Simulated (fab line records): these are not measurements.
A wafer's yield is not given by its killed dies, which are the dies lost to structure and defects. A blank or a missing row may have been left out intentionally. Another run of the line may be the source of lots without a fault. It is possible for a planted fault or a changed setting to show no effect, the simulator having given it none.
Which tool is to blame? -- flow n5-finfet -- 36 wafers from 12 lots sampled at 4 of the route's 1938 steps

== WHAT THE GAUGES READ, wafer by wafer ==
N5_BEOL_M11_CD_MEAS_18: pitch 140 nm, target cd 70 nm.
lot,measured,on,cd-nm (nm)
L075,day 11 07:20,cd-sem-02,70.9 71.2 68.6
L078,day 11 13:46,cd-sem-02,70.9 70.2 71.3
L081,day 12 00:17,cd-sem-01,69.2 69.8 69.5
L079,day 12 06:08,cd-sem-01,69.5 69.1 70.1
L082,day 12 12:10,cd-sem-01,69.3 68.9 69.6
L085,day 13 08:13,cd-sem-03,69.1 69.4 70.1
L088,day 13 23:01,cd-sem-01,70.1 72.2 70.0
L087,day 14 20:02,cd-sem-03,70.5 68.5 69.8
L091,day 15 01:47,cd-sem-03,68.8 69.9 70.6
L094,day 15 02:31,cd-sem-03,70.8 70.7 70.6
L095,day 16 13:33,cd-sem-02,71.3 69.8 69.9
L096,day 17 14:49,cd-sem-03,70.1 68.5 68.7

== WHAT TOOL EACH LOT RAN ON (gives the tool, then ch and the chambers of the sampled wafers, and finally the start) ==
lot,N5_BEOL_M10_ANNEAL_51,N5_BEOL_M11_PECVD_70,N5_BEOL_M11_ETCH_62
L075,"rtp-anneal-02 ch 0, day 11 02:49","pecvd-01 ch 0,2, day 11 04:34","rie-diel-05 ch 0,2, day 11 06:50"
L078,"rtp-anneal-02 ch 0, day 11 09:46","pecvd-02 ch 0,2, day 11 11:13","rie-diel-05 ch 0,1, day 11 13:24"
L081,"rtp-anneal-01 ch 0, day 11 20:47","pecvd-04 ch 0,2, day 11 22:11","rie-diel-02 ch 0,2,3, day 11 23:50"
L079,"rtp-anneal-02 ch 0, day 12 03:41","pecvd-02 ch 0,1,2, day 12 05:01","rie-diel-05 ch 1,2,3, day 12 05:45"
L082,"rtp-anneal-01 ch 0, day 12 09:14","pecvd-04 ch 0,1, day 12 10:36","rie-diel-04 ch 1,2, day 12 11:40"
L085,"rtp-anneal-02 ch 0, day 13 05:14","pecvd-02 ch 0,1,2, day 13 06:39","rie-diel-05 ch 1,2, day 13 07:46"
L088,"rtp-anneal-02 ch 0, day 13 19:37","pecvd-01 ch 0,1, day 13 20:59","rie-diel-05 ch 0,2,3, day 13 22:37"
L087,"rtp-anneal-01 ch 0, day 14 15:41","pecvd-02 ch 1,2, day 14 17:35","rie-diel-05 ch 0,2,3, day 14 19:29"
L091,"rtp-anneal-01 ch 0, day 14 22:14","pecvd-02 ch 0,2, day 15 00:08","rie-diel-02 ch 1,2,3, day 15 01:25"
L094,"rtp-anneal-01 ch 0, day 14 22:49","pecvd-04 ch 0,1,2, day 15 00:43","rie-diel-04 ch 0,1, day 15 02:05"
L095,"rtp-anneal-02 ch 0, day 16 08:12","pecvd-04 ch 1,2, day 16 09:37","rie-diel-02 ch 0,2,3, day 16 13:10"
L096,"rtp-anneal-02 ch 0, day 17 11:57","pecvd-04 ch 0,1,2, day 17 13:15","rie-diel-02 ch 1,2,3, day 17 14:25"
- N5_BEOL_M10_ANNEAL_51: time 90 s.
- N5_BEOL_M11_PECVD_70: deposits SiO2 from TEOS/O2, target thk 20 nm, time 22.7 s.
- N5_BEOL_M11_ETCH_62: etches SOC in N2/H2, target depth 110 nm, overetch 22 nm, time 165 s.

== THE ANSWER, worked out from the rows above alone ==
Rule: the usual values come from the lots themselves. The widest of any qualifying gaps counts: lots, ordered by their means at a reading, are off when they make up no more than a third of the lots, leave a main group of 4 or more, and stand apart from it by 3 or more times the standard deviation of that group's means. The tables above print the reading to a certain number of digits; a main group whose means all agree to those digits is not used. Also off: a lot with no number at a reading for which 4 or more lots have one. Where the step has rows for the other lots, those lots are counted as sound.
None of the lots is off at any reading shown; this tells nothing.

== WHAT THE SIMULATOR HAD INSERTED ==
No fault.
